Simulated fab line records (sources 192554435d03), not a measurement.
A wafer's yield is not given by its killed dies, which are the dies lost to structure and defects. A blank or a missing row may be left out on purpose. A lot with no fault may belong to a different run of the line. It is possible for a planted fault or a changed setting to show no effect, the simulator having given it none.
Chamber matching -- flow n5 finfet -- N5_ILD0_ALD_15 on ald sin-01: 4 sister chambers
The step deposits SiNx, target thk 24 nm, pulse time 1 s, ald cycles 480. 20 wafers are shown with their chamber, then 10 later ones without.

WAFERS, EACH WITH ITS CHAMBER
wafer,chamber,heater power w (W),precursor pulse height rel
L076.1,2,1057,0.984
L076.2,0,803,1.012
L076.3,3,933,1.028
L076.4,1,1004,1.024
L076.5,1,993,0.989
L076.6,0,802,0.980
L081.1,2,1051,0.995
L081.4,0,749,0.976
L081.6,0,752,0.999
L082.1,1,986,1.033
L082.4,0,746,1.006
L082.5,1,971,0.982
L083.2,1,1004,1.018
L083.5,3,911,1.001
L083.6,0,760,1.016
L084.1,1,979,1.000
L084.4,0,749,0.989
L084.5,0,754,1.029
L088.1,2,1028,1.007
L088.2,1,1013,0.991

SIGNATURES (means of the wafers above)
reading,chamber 0,chamber 1,chamber 2,chamber 3,scatter within a chamber
heater power w,764.38,992.86,1045.33,922.00,19.5
precursor pulse height rel,1.00087,1.00529,0.99533,1.01450,0.0182
Rule: for a wafer and a chamber, the distance is found by dividing, reading by reading, the gap between the wafer's reading and the chamber's mean by the reading's scatter, squaring, summing and taking the root. If the next closest chamber is less than 2 further off than the closest, the wafer can't be placed; otherwise it belongs to the closest. The scatter is the square root of a quotient: the sum, over the shown wafers, of each reading's squared deviation from its chamber's mean, divided by wafers minus chambers.

WAFERS WITH NO CHAMBER GIVEN
wafer,heater power w (W),precursor pulse height rel
L088.6,733,1.003
L090.1,738,1.040
L090.2,889,1.011
L090.3,1087,1.013
L094.1,1062,1.017
L094.4,909,1.010
L094.6,996,1.012
L095.2,1051,1.002
L095.3,744,1.027
L095.6,1018,1.014

WHICH CHAMBER EACH WENT THROUGH
wafer,from the rows above,in truth
L088.6,0,0
L090.1,0,0
L090.2,3,3
L090.3,2,2
L094.1,2,2
L094.4,3,3
L094.6,1,1
L095.2,2,2
L095.3,0,0
L095.6,can't be placed: 1 or 2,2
Placed correctly: 9 of 10. These rows do not allow placing 1 (true chamber among the candidates in 1). Wrongly placed: 0.
